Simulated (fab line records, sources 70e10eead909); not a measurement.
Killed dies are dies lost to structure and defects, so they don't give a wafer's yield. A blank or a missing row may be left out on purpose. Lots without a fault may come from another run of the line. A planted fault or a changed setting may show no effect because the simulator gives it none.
A struck lot beside a sound one | flow nand_harc | 15 steps out of a route of 1302
Sound: wafers L400.1, L400.2, L400.4. Struck: wafers L411.3, L411.5, L411.6. The cause comes at the end.
At each step with rows: each side's tool, then ch and its chambers, then its first start. Under that, the readings that differ: sound wafers | struck wafers | difference of the means | sigmas: that difference in standard deviations of wafers without a fault.
alike: readings whose means differ by less than 2 such deviations, and words and numbers that are the same on both sides. not compared: withheld readings, readings that some wafer has no value for, bounds like >300 that may hide the same value, and numbers for which the record gives no deviation and whose values overlap.
The two part at a step that has a row with sigmas, a row that says differs or no value, or rows on one side only. Numbers that don't overlap but have no deviation are shown without sigmas and don't part them. A reading that every wafer of one side lacks parts them only if that side has two wafers or more.

first, 9 steps without rows for these wafers: NHARC_THIN_TSV_PVD_24 (deposits Al, target thk 800 nm); NHARC_THIN_TSV_DEHYDRATE_25 (time 120 s); NHARC_THIN_TSV_HMDS_26 (time 30 s); NHARC_THIN_TSV_COAT_27; NHARC_THIN_TSV_SOFTBAKE_28 (time 95 s); NHARC_THIN_TSV_EBR_29; NHARC_THIN_TSV_EXPOSE_30 (exposes mask PAD); NHARC_THIN_TSV_PEB_31 (peb time 85 s); NHARC_THIN_TSV_DEVELOP_32 (time 70 s).
NHARC_THIN_TSV_CD_MEAS_33: target cd 5000 nm.
  sound on cd_sem-01 ch 0, day 25 21:49; struck on cd_sem-01 ch 0, day 30 06:16
  alike: cd_nm
then, 1 step without rows for these wafers: NHARC_THIN_TSV_HARDBAKE_34 (time 80 s).
NHARC_THIN_TSV_DESCUM_35: chemistry O2, time 3 s.
  sound on rie_diel-13 ch 0,2,3, day 25 21:59; struck on rie_diel-04 ch 2,3, day 30 06:26
  alike: drypump_motor_current_A, oes_product_au, rf_vpp_V, showerhead_plenum_p_Torr, throttle_valve_pct
  not compared: rf_hours_counter_h
NHARC_THIN_TSV_ETCH_59: etches the open film in Cl2/BCl3, target depth 880 nm, time 138.1 s.
  sound on rie_metal-01 ch 0,1, day 25 22:06; struck on rie_metal-02 ch 1, day 30 06:41
  reading                | sound                | struck               | difference | sigmas
  run_length_s (s)       | 159.7 159.7 160.0    | 196.4 196.2 196.2    | +36.5      | +79
  throttle_valve_pct (%) | 22.282 22.280 22.263 | 22.254 22.252 22.260 | -0.020     | -2
  alike: drypump_motor_current_A, mfc_cl2_sccm, oes_product_au
  not compared: rf_hours_counter_h
NHARC_THIN_TSV_ETCH_36: etches the open film in Cl2/BCl3, target depth 65 nm, time 18.571 s.
  sound on rie_metal-01 ch 0,1, day 25 22:22; struck on rie_metal-02 ch 1, day 30 07:03
  alike: drypump_motor_current_A, oes_product_au, run_length_s
  not compared: rf_hours_counter_h
NHARC_END_SORT_01:
  the record has rows for the sound wafers here (prober-02 ch 0, day 26 06:52) and none for the struck ones

WHERE THEY PART
First at NHARC_THIN_TSV_ETCH_59; last, within this record, at NHARC_END_SORT_01.

WHY: what the simulator had put in
Process parameter drift: rie_metal-02, from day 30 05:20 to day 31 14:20, at NHARC_THIN_TSV_ETCH_59. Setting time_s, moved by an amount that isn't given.
